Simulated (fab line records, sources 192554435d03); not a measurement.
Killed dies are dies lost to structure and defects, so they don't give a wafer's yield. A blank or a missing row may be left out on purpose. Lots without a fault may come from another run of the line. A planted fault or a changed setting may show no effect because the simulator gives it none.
Chamber matching | flow n5_finfet | N5_BEOL_M6_STRIP_19 on rie_diel-01: 4 sister chambers
The step strips in O2. 8 wafers are shown with their chamber, then 7 later ones without.

WAFERS WITH THEIR CHAMBER
wafer  | chamber | drypump_motor_current_A (A) | showerhead_plenum_p_Torr (Torr)
L077.1 | 2       | 5.8                         | 2.07
L081.3 | 1       | 6.3                         | 2.06
L082.1 | 2       | 5.7                         | 2.07
L082.4 | 0       | 4.8                         | 2.06
L085.3 | 1       | 6.3                         | 2.06
L085.5 | 3       | 6.1                         | 2.03
L087.3 | 0       | 4.8                         | 2.05
L087.4 | 3       | 6.1                         | 2.02

WAFERS WITHOUT THEIR CHAMBER
wafer  | drypump_motor_current_A (A) | showerhead_plenum_p_Torr (Torr)
L087.5 | 5.8                         | 2.06
L090.1 | 6.1                         | 2.02
L090.2 | 6.3                         | 2.05
L090.6 | 5.7                         | 2.06
L092.2 | 4.8                         | 2.05
L092.4 | 6.3                         | 2.05
L092.6 | 6.3                         | 2.05

WHICH CHAMBER EACH WENT THROUGH
wafer  | from the rows above | in truth
L087.5 | 2                   | 2
L090.1 | 3                   | 3
L090.2 | 1                   | 1
L090.6 | 2                   | 2
L092.2 | 0                   | 0
L092.4 | 1                   | 1
L092.6 | 1                   | 1
Placed correctly: 7 of 7. Can't be placed from these rows: 0. Placed wrongly: 0.
How it was worked out, from the rows above alone: a wafer's distance from a chamber is the root of the sum, over the readings, of the square of ((its reading less the chamber's mean) divided by the reading's scatter). The wafer belongs to the nearest chamber; if the next one is less than 2 further off, it can't be placed. A chamber's mean is the mean of its shown wafers. The scatter: the root of (the sum of the squares of (reading less its chamber's mean) over the shown wafers, divided by (wafers less chambers)).
